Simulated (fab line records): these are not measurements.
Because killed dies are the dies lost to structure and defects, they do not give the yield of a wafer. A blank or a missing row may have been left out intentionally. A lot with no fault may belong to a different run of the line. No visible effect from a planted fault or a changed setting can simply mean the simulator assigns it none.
Matching of chambers || flow nand_harc || 4 sister chambers for NHARC_P_ZERO_WELL_DESCUM_13 on rie_diel-05
The step chemistry O2, time 3 s. 14 wafers are shown with their chamber, then 7 later ones without.

EACH WAFER AND ITS CHAMBER
{"wafer": "L459.1", "chamber": 3, "oes_product_au (a.u.)": 1.017, "throttle_valve_pct (%)": 11.313, "rf_vpp_V (V)": 58.4}
{"wafer": "L459.3", "chamber": 2, "oes_product_au (a.u.)": 1.009, "throttle_valve_pct (%)": 11.301, "rf_vpp_V (V)": 57.3}
{"wafer": "L459.5", "chamber": 2, "oes_product_au (a.u.)": 0.996, "throttle_valve_pct (%)": 11.309, "rf_vpp_V (V)": 58.1}
{"wafer": "L460.1", "chamber": 0, "oes_product_au (a.u.)": 0.986, "throttle_valve_pct (%)": 11.304, "rf_vpp_V (V)": 58.8}
{"wafer": "L460.3", "chamber": 3, "oes_product_au (a.u.)": 1.019, "throttle_valve_pct (%)": 11.305, "rf_vpp_V (V)": 57.8}
{"wafer": "L460.5", "chamber": 0, "oes_product_au (a.u.)": 0.992, "throttle_valve_pct (%)": 11.311, "rf_vpp_V (V)": 56.9}
{"wafer": "L466.2", "chamber": 2, "oes_product_au (a.u.)": 0.996, "throttle_valve_pct (%)": 11.300, "rf_vpp_V (V)": 57.3}
{"wafer": "L466.4", "chamber": 3, "oes_product_au (a.u.)": 1.017, "throttle_valve_pct (%)": 11.318, "rf_vpp_V (V)": 58.6}
{"wafer": "L466.5", "chamber": 3, "oes_product_au (a.u.)": 1.029, "throttle_valve_pct (%)": 11.319, "rf_vpp_V (V)": 56.6}
{"wafer": "L467.1", "chamber": 2, "oes_product_au (a.u.)": 1.008, "throttle_valve_pct (%)": 11.304, "rf_vpp_V (V)": 56.2}
{"wafer": "L467.3", "chamber": 3, "oes_product_au (a.u.)": 1.025, "throttle_valve_pct (%)": 11.318, "rf_vpp_V (V)": 57.1}
{"wafer": "L467.6", "chamber": 0, "oes_product_au (a.u.)": 0.998, "throttle_valve_pct (%)": 11.323, "rf_vpp_V (V)": 57.8}
{"wafer": "L469.1", "chamber": 3, "oes_product_au (a.u.)": 1.032, "throttle_valve_pct (%)": 11.316, "rf_vpp_V (V)": 56.9}
{"wafer": "L469.3", "chamber": 1, "oes_product_au (a.u.)": 0.984, "throttle_valve_pct (%)": 11.330, "rf_vpp_V (V)": 58.2}

SIGNATURES (means of the wafers above)
{"reading": "oes_product_au", "chamber 0": 0.99200, "chamber 1": 0.98400, "chamber 2": 1.00225, "chamber 3": 1.02317, "scatter within a chamber": 0.00662}
{"reading": "throttle_valve_pct", "chamber 0": 11.31267, "chamber 1": 11.33000, "chamber 2": 11.30350, "chamber 3": 11.31483, "scatter within a chamber": 0.0061}
{"reading": "rf_vpp_V", "chamber 0": 57.833, "chamber 1": 58.200, "chamber 2": 57.225, "chamber 3": 57.567, "scatter within a chamber": 0.839}
Rule: distance of a wafer from a chamber = root of the sum over the readings of ((wafer's reading minus chamber's mean) / reading's scatter) squared. The wafer belongs to the nearest chamber; if the next one is less than 2 further off, it can't be placed. How the scatter is found: for the shown wafers, subtract from each reading the mean of its chamber, square and add these, divide the total by (wafers less chambers), then take the root.

WAFERS MISSING THEIR CHAMBER
{"wafer": "L469.6", "oes_product_au (a.u.)": 0.991, "throttle_valve_pct (%)": 11.319, "rf_vpp_V (V)": 56.8}
{"wafer": "L474.2", "oes_product_au (a.u.)": 1.009, "throttle_valve_pct (%)": 11.319, "rf_vpp_V (V)": 57.6}
{"wafer": "L474.5", "oes_product_au (a.u.)": 0.996, "throttle_valve_pct (%)": 11.321, "rf_vpp_V (V)": 57.8}
{"wafer": "L474.6", "oes_product_au (a.u.)": 1.001, "throttle_valve_pct (%)": 11.307, "rf_vpp_V (V)": 55.6}
{"wafer": "L475.2", "oes_product_au (a.u.)": 1.005, "throttle_valve_pct (%)": 11.306, "rf_vpp_V (V)": 57.3}
{"wafer": "L475.4", "oes_product_au (a.u.)": 0.998, "throttle_valve_pct (%)": 11.305, "rf_vpp_V (V)": 58.3}
{"wafer": "L475.5", "oes_product_au (a.u.)": 1.006, "throttle_valve_pct (%)": 11.312, "rf_vpp_V (V)": 57.2}

WHICH CHAMBER EACH WENT THROUGH
{"wafer": "L469.6", "from the rows above": "can't be placed: 0 or 1 or 2", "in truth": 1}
{"wafer": "L474.2", "from the rows above": "can't be placed: 3 or 2 or 0 or 1", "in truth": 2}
{"wafer": "L474.5", "from the rows above": "can't be placed: 0 or 1 or 2", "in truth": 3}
{"wafer": "L474.6", "from the rows above": "can't be placed: 2 or 0", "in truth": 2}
{"wafer": "L475.2", "from the rows above": "can't be placed: 2 or 0", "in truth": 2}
{"wafer": "L475.4", "from the rows above": "can't be placed: 2 or 0", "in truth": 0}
{"wafer": "L475.5", "from the rows above": "can't be placed: 2 or 0 or 3", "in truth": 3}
0 of 7 placed correctly. Can't be placed from these rows: 7 (the true chamber is among the candidates in 6). 0 placed wrongly.
